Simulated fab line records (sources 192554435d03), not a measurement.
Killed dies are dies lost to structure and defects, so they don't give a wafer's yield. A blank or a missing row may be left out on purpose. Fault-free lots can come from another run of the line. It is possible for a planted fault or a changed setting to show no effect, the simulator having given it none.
A single fault, viewed from 2 desks ; flow n5Finfet ; each desk has only its own numbers; what lay behind them comes last

TOOL OWNER'S DESK, aldMetal-04
The tool's own readings at N5_HKMG_FIN_ALD_21 (deposits TiN, target thk 1.5 nm, pulse time 1 s, purge time 3 s): means of the sampled wafers that have a number, for each lot that ran on this tool. Marked OUT: a lot whose mean sits more than 4 standard deviations from the usual mean, which makes it out of limits; the brackets give that distance.
Columns: A = heaterPowerW at N5_HKMG_FIN_ALD_21, usual 885 W; B = precursorPulseHeightRel at N5_HKMG_FIN_ALD_21, usual 1.001; C = susceptorTempC at N5_HKMG_FIN_ALD_21, usual 400.01 C
lot;first seen here;A;B;C
L991;day 4 12:40;865;1.015;400.15
L994;day 5 06:26;868;0.994;399.83
L100;day 6 19:36;843;0.999;396.31 (-15) OUT
L103;day 7 14:44;840;0.982;396.06 (-16) OUT
L113;day 10 00:04;884;1.005;399.73
This desk finds L100, L103 out of limits, L100 being first, at day 6 19:36 (susceptorTempC at N5_HKMG_FIN_ALD_21). In limits: L991, L994, L113.

THE METROLOGY DESK
What the gauges read for every lot (on any tool): the sampled wafers with a number, averaged. Marked OUT: a lot whose mean sits more than 4 standard deviations from the usual mean, which makes it out of limits; the brackets give that distance. Only the readings that lie furthest out on some lot appear, 7 of the 10 it has.
Columns: A = DIBL_P at N5_BEOL_M4_RC_MEAS_101, usual 36.2 mV/V; B = IOFF_N at N5_BEOL_M4_RC_MEAS_101, usual 0.16 nA/um; C = IOFF_P at N5_BEOL_M4_RC_MEAS_101, usual 0.21 nA/um; D = ION_N at N5_BEOL_M4_RC_MEAS_101, usual 673 uA/um; E = SS_P at N5_BEOL_M4_RC_MEAS_101, usual 73.2 mV/dec; F = VT_N at N5_BEOL_M4_RC_MEAS_101, usual 250 mV; G = VT_P at N5_BEOL_M4_RC_MEAS_101, usual -251 mV
lot;first seen here;A;B;C;D;E;F;G
L991;day 7 23:13;38.2;0.17;0.22;672;73.6;247;-250
L993;day 8 07:13;40.2;0.25;0.31;699;74.4;241;-244
L994;day 8 10:10;34.9;0.14;0.19;676;72.9;249;-252
L999;day 10 17:28;38.4;0.18;0.24;685;74.1;248;-247
L100;day 10 21:37;36.9;0.17;0.22;671;73.7;250;-251
L103;day 11 07:58;34.9;0.14;0.18;678;73.0;253;-254
L107;day 12 13:05;36.0;0.16;0.22;674;73.1;250;-249
L112;day 13 15:37;35.9;0.15;0.21;671;72.7;251;-251
L113;day 13 17:47;35.8;0.14;0.16;668;73.4;253;-258
This desk's verdict: no lot among the 9 shows anything out of limits.

ALL TOGETHER
On L100, L103, at day 6 19:36, an alarm was possible from the tool owner's desk.
From the metrology desk's view, nothing was out of limits.
The metrology desk has L100, L103 on record, within its limits.
N5_HKMG_FIN_ALD_21 was run on aldMetal-04 by each of the lots named.

WHAT THE SIMULATOR HAD PUT IN
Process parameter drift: aldMetal-04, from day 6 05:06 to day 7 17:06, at N5_HKMG_FIN_ALD_21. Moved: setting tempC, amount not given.
Struck lots among those shown: L100, L103.
Time in hours from fault onset to the first out-of-limits reading at each desk: the tool owner's desk, 14.
